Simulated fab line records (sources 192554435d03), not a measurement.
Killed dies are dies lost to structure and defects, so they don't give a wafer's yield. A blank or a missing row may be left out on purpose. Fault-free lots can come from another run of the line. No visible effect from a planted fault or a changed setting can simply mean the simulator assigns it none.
Split-lot trial / flow n5-finfet / route with 1938 steps; 7 lots, 21 wafers read

## THE SPLIT ITSELF
At N5_BEOL_M0_ETCH_138 (etches SiCN in CH3F/O2, target depth 12 nm, time 31.6 s), the setting source-w was moved away from the recipe's 395 W on 8 of the 21 wafers read, by -5.2% to +13.6%. The other wafers ran this setting at the recipe's value.

The reading is taken at the split's own step.

## THE READING
rf-vpp-V, in V, at N5_BEOL_M0_ETCH_138 (etches SiCN in CH3F/O2, target depth 12 nm, time 31.6 s). Fault-free wafers of this fab line usually give 297.9 V, standard deviation 1.5 V.

wafer=L076.1; tool, chamber at the split=rie-diel-03, 0; source-w as run, W=395; against the recipe=recipe; rf-vpp-V, V=298.9; against lot-mates on the recipe=-
wafer=L076.3; tool, chamber at the split=rie-diel-03, 1; source-w as run, W=395; against the recipe=recipe; rf-vpp-V, V=296.8; against lot-mates on the recipe=-
wafer=L076.6; tool, chamber at the split=rie-diel-03, 3; source-w as run, W=395; against the recipe=recipe; rf-vpp-V, V=299.6; against lot-mates on the recipe=-
wafer=L082.2; tool, chamber at the split=rie-diel-04, 3; source-w as run, W=395; against the recipe=recipe; rf-vpp-V, V=298.9; against lot-mates on the recipe=-
wafer=L082.4; tool, chamber at the split=rie-diel-04, 3; source-w as run, W=448.8; against the recipe=+13.6%; rf-vpp-V, V=286.1; against lot-mates on the recipe=-11.3
wafer=L082.5; tool, chamber at the split=rie-diel-04, 0; source-w as run, W=395; against the recipe=recipe; rf-vpp-V, V=295.9; against lot-mates on the recipe=-
wafer=L088.1; tool, chamber at the split=rie-diel-03, 0; source-w as run, W=395; against the recipe=recipe; rf-vpp-V, V=299.3; against lot-mates on the recipe=-
wafer=L088.3; tool, chamber at the split=rie-diel-03, 2; source-w as run, W=395; against the recipe=recipe; rf-vpp-V, V=297.0; against lot-mates on the recipe=-
wafer=L088.4; tool, chamber at the split=rie-diel-03, 1; source-w as run, W=395; against the recipe=recipe; rf-vpp-V, V=297.2; against lot-mates on the recipe=-
wafer=L090.1; tool, chamber at the split=rie-diel-04, 1; source-w as run, W=395; against the recipe=recipe; rf-vpp-V, V=298.1; against lot-mates on the recipe=-
wafer=L090.2; tool, chamber at the split=rie-diel-04, 0; source-w as run, W=395; against the recipe=recipe; rf-vpp-V, V=297.3; against lot-mates on the recipe=-
wafer=L090.3; tool, chamber at the split=rie-diel-04, 3; source-w as run, W=395; against the recipe=recipe; rf-vpp-V, V=299.8; against lot-mates on the recipe=-
wafer=L091.3; tool, chamber at the split=rie-diel-03, 1; source-w as run, W=395; against the recipe=recipe; rf-vpp-V, V=297.8; against lot-mates on the recipe=-
wafer=L091.4; tool, chamber at the split=rie-diel-03, 3; source-w as run, W=374.4; against the recipe=-5.2%; rf-vpp-V, V=304.1; against lot-mates on the recipe=+6.3
wafer=L091.6; tool, chamber at the split=rie-diel-03, 3; source-w as run, W=374.4; against the recipe=-5.2%; rf-vpp-V, V=303.6; against lot-mates on the recipe=+5.8
wafer=L092.1; tool, chamber at the split=rie-diel-04, 3; source-w as run, W=426.7; against the recipe=+8.0%; rf-vpp-V, V=292.1; against lot-mates on the recipe=no lot-mate on the recipe
wafer=L092.3; tool, chamber at the split=rie-diel-04, 0; source-w as run, W=426.7; against the recipe=+8.0%; rf-vpp-V, V=289.7; against lot-mates on the recipe=no lot-mate on the recipe
wafer=L092.4; tool, chamber at the split=rie-diel-04, 0; source-w as run, W=426.7; against the recipe=+8.0%; rf-vpp-V, V=290.8; against lot-mates on the recipe=no lot-mate on the recipe
wafer=L096.2; tool, chamber at the split=rie-diel-01, 0; source-w as run, W=427.5; against the recipe=+8.2%; rf-vpp-V, V=288.4; against lot-mates on the recipe=-7.9
wafer=L096.3; tool, chamber at the split=rie-diel-01, 2; source-w as run, W=395; against the recipe=recipe; rf-vpp-V, V=296.3; against lot-mates on the recipe=-
wafer=L096.5; tool, chamber at the split=rie-diel-01, 3; source-w as run, W=427.5; against the recipe=+8.2%; rf-vpp-V, V=293.7; against lot-mates on the recipe=-2.6

FIT RESULTS
A straight line over all 21 wafers: rf-vpp-V changes by -0.907 V for each +1% of source-w; r = -0.95; the points scatter about the line by 1.4 V.
The same after taking each lot's own level away (the mean of its wafers on the recipe; 18 wafers): -0.827 V for each +1%; r = -0.93; scatter 1.5 V.
Per that fit: largest source-w move, reading shift of 11 V.
Across the lots, their own levels run from 296.30 to 298.43 V, a range of 1.4 times the standard deviation given above.
So the lot-to-lot level changes the slope little: the two slopes agree.
Check: for one of the wafers moved furthest among these (+13.6%), held out of the fit, the line's prediction against its lot-mates is -10.5 V. Against them it came out at -11.3 V.
Tool readings at the split's step, against how far the setting was moved: rf-vpp-V r = -0.95.

## THE OTHER SPLITS THESE WAFERS WENT THROUGH
Before the reading, these wafers also passed through other splits. Each is held against what the fit with the lots' levels taken away leaves over:
other split on the same wafers=N5_SDB_EXPOSE_08 dose-mj; wafers away from the commonest value=10; r with rf-vpp-V (lot level and that fit taken away)=+0.30
other split on the same wafers=N5_HKMG_FIN_ETCH_54 source-w; wafers away from the commonest value=7; r with rf-vpp-V (lot level and that fit taken away)=+0.03
other split on the same wafers=N5_MOL_CONTACT_COAG_PECVD_31 temp-c; wafers away from the commonest value=8; r with rf-vpp-V (lot level and that fit taken away)=-0.07
other split on the same wafers=N5_MOL_CONTACT_COAG_COAT_76 spin-rpm; wafers away from the commonest value=4; r with rf-vpp-V (lot level and that fit taken away)=-0.08
other split on the same wafers=N5_MOL_CONTACT_COAG_CVD_140 target-thk-a; wafers away from the commonest value=7; r with rf-vpp-V (lot level and that fit taken away)=+0.10
other split on the same wafers=N5_BEOL_M0_SAQP_PECVD_96 time-s; wafers away from the commonest value=6; r with rf-vpp-V (lot level and that fit taken away)=+0.35

## THE FILE'S OWN FIT
rf-vpp-V changes by -0.818 V for each +1% of source-w, r = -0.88.
